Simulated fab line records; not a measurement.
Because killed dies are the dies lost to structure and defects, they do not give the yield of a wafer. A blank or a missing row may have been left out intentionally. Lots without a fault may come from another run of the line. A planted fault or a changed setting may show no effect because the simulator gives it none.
Matching of chambers + flow nand_harc + ald_metal-01 running NHARC_A_BLC_ALD_23: 4 sister chambers
The step deposits TiN, target thk 3 nm, pulse time 1 s, ald cycles 150. 7 wafers are shown with their chamber, then 8 later ones without.

## WAFERS PAIRED WITH THEIR CHAMBERS
| wafer  | chamber | heater_power_w (W) | precursor_pulse_height_rel |
|--------|---------|--------------------|----------------------------|
| L075.1 | 1       | 1034               | 0.972                      |
| L085.3 | 3       | 1200               | 1.019                      |
| L085.4 | 0       | 1095               | 1.014                      |
| L085.6 | 3       | 1187               | 0.988                      |
| L088.4 | 0       | 1083               | 0.998                      |
| L088.5 | 2       | 917                | 1.001                      |
| L089.3 | 2       | 936                | 0.979                      |

## WAFERS WITH NO CHAMBER GIVEN
| wafer  | heater_power_w (W) | precursor_pulse_height_rel |
|--------|--------------------|----------------------------|
| L089.4 | 1087               | 1.008                      |
| L089.5 | 1221               | 1.032                      |
| L093.1 | 1091               | 0.989                      |
| L093.2 | 937                | 0.994                      |
| L093.4 | 1222               | 1.033                      |
| L096.4 | 1245               | 1.007                      |
| L096.5 | 1064               | 1.017                      |
| L096.6 | 983                | 0.989                      |

## CHAMBER TAKEN BY EACH
| wafer  | from the rows above     | in truth |
|--------|-------------------------|----------|
| L089.4 | 0                       | 0        |
| L089.5 | 3                       | 3        |
| L093.1 | 0                       | 0        |
| L093.2 | 2                       | 2        |
| L093.4 | 3                       | 3        |
| L096.4 | 3                       | 3        |
| L096.5 | can't be placed: 0 or 1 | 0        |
| L096.6 | can't be placed: 1 or 2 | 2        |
Placed correctly: 6 of 8. Not placeable from these rows: 2 (in 2, the candidates include the true chamber). Placed wrongly: 0.
How it was worked out, from the rows above alone: a wafer's distance from a chamber is the root of the sum, over the readings, of the square of ((its reading less the chamber's mean) divided by the reading's scatter). If the next closest chamber is less than 2 further off than the closest, the wafer can't be placed; otherwise it belongs to the closest. For every chamber, the mean is computed from those of its wafers that are shown. The scatter: the root of (the sum of the squares of (reading less its chamber's mean) over the shown wafers, divided by (wafers less chambers)).
